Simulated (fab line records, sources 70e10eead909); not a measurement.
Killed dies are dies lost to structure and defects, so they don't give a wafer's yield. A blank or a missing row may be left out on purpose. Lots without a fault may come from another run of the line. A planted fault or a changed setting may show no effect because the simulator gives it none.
A struck lot beside a sound one | flow nand_harc | 15 steps out of a route of 1302
Sound: wafers L327.3, L327.5, L327.6. Struck: wafer L319.2. (L319.1, L319.3 of the same lot were not struck and are left out.) The cause comes at the end.
At each step with rows: each side's tool, then ch and its chambers, then its first start. Under that, the readings that differ: sound wafers | struck wafers | difference of the means | sigmas: that difference in standard deviations of wafers without a fault.
alike: readings whose means differ by less than 2 such deviations, and words and numbers that are the same on both sides. not compared: withheld readings, readings that some wafer has no value for, bounds like >300 that may hide the same value, and numbers for which the record gives no deviation and whose values overlap.
The two part at a step that has a row with sigmas, a row that says differs or no value, or rows on one side only. Numbers that don't overlap but have no deviation are shown without sigmas and don't part them. A reading that every wafer of one side lacks parts them only if that side has two wafers or more.

first, 8 steps without rows for these wafers: NHARC_A_M0_HMDS_02 (time 30 s); NHARC_A_M0_COAT_33 (time 65 s); NHARC_A_M0_COAT_03 (resist thk 90 nm); NHARC_A_M0_SOFTBAKE_04 (time 55 s); NHARC_A_M0_EBR_05; NHARC_A_M0_EXPOSE_06 (exposes mask A M0, target cd 80 nm); NHARC_A_M0_PEB_07 (peb time 65 s); NHARC_A_M0_DEVELOP_08 (develop time 35 s).
NHARC_A_M0_CD_MEAS_09: target cd 80 nm.
  sound on cd_sem-03 ch 0, day 28 14:49; struck on cd_sem-01 ch 0, day 25 13:31
  alike: cd_nm
NHARC_A_M0_OVL_MEAS_10: pitch 160 nm.
  sound on overlay-01, day 28 14:54; struck on overlay-02, day 25 13:37
  reading           | sound       | struck | difference | sigmas
  overlay_y_nm (nm) | 1.0 1.9 1.8 | -0.1   | -1.7       | -2
  alike: overlay_x_nm
NHARC_A_M0_INSPECT_11:
  sound on defect_inspect-01, day 28 14:56; struck on defect_inspect-02, day 25 13:39
  reading          | sound    | struck | difference | sigmas
  raw_defect_count | 31 33 35 | 156    | +123       | +3
NHARC_A_M0_DESCUM_14: chemistry O2, time 3 s.
  sound on rie_diel-11 ch 1,2, day 28 14:59; struck on rie_diel-08 ch 3, day 25 13:43
  reading               | sound             | struck | difference | sigmas
  oes_product_au (a.u.) | 1.004 0.990 0.993 | 1.011  | +0.015     | +2
  rf_vpp_V (V)          | 57.1 58.5 56.2    | 60.2   | +2.9       | +3
  alike: chamber_pressure_mTorr, drypump_motor_current_A, showerhead_plenum_p_Torr, throttle_valve_pct
  not compared: rf_hours_counter_h
NHARC_A_M0_ETCH_34: etches the open film in N2/H2, target depth 40 nm, overetch 12 nm, time 43.94 s.
  sound on rie_diel-11 ch 0,1, day 28 15:07; struck on rie_diel-08 ch 0, day 25 13:48
  reading             | sound             | struck | difference | sigmas
  h2_flow_sccm (sccm) | 150.1 150.1 151.0 | 149.4  | -1.0       | -2
  rf_vpp_V (V)        | 431.1 430.6 429.9 | 425.2  | -5.3       | -2
  run_length_s (s)    | 65.4 65.0 65.7    | 52.1   | -13.3      | -34
  alike: chamber_pressure_mTorr, drypump_motor_current_A, oes_product_au, showerhead_plenum_p_Torr, throttle_valve_pct
  not compared: rf_hours_counter_h
NHARC_A_M0_ETCH_15: etches the open film in C4F8/Ar, target depth 150 nm, overetch 15 nm, time 82.5 s.
  sound on rie_diel-11 ch 0,1,2; struck on rie_diel-08 ch 1
  reading                        | sound                | struck | difference | sigmas
  chamber_pressure_mTorr (mTorr) | 24.963 24.983 24.985 | 25.018 | +0.041     | +2
  alike: oes_product_au, rf_vpp_V, run_length_s
  not compared: rf_hours_counter_h
NHARC_END_SORT_01:
  sound on prober-01 ch 0, day 31 00:18; struck on prober-02 ch 0, day 27 08:08
  reading                  | sound          | struck | difference | sigmas
  defect_limited_yield (%) | 95.6 95.0 94.5 | 87.4   | -7.6       | -3
  killed_at_array          | 29 31 31       | 80     | +50        | +3
  killed_dies              | 30 34 37       | 85     | +51        | +3
  sort_bin_2_pct (%)       | 1.8 1.6 1.5    | 5.3    | +3.7       | +3
  sort_bin_3_pct (%)       | 0.3 0.1 0.1    | 1.3    | +1.1       | +3
  sort_n_pass              | 647 643 640    | 592    | -51        | -3
  sort_rim_yield_pct (%)   | 97 90 96       | 84     | -10        | -2
  sort_yield_pct (%)       | 95.6 95.0 94.5 | 87.4   | -7.6       | -3
  alike: killed_at_other, killed_at_periphery, killed_open, killed_short, sort_bin_4_pct

WHERE THEY PART
First at NHARC_A_M0_OVL_MEAS_10; last, within this record, at NHARC_END_SORT_01.

WHY: what the simulator had put in
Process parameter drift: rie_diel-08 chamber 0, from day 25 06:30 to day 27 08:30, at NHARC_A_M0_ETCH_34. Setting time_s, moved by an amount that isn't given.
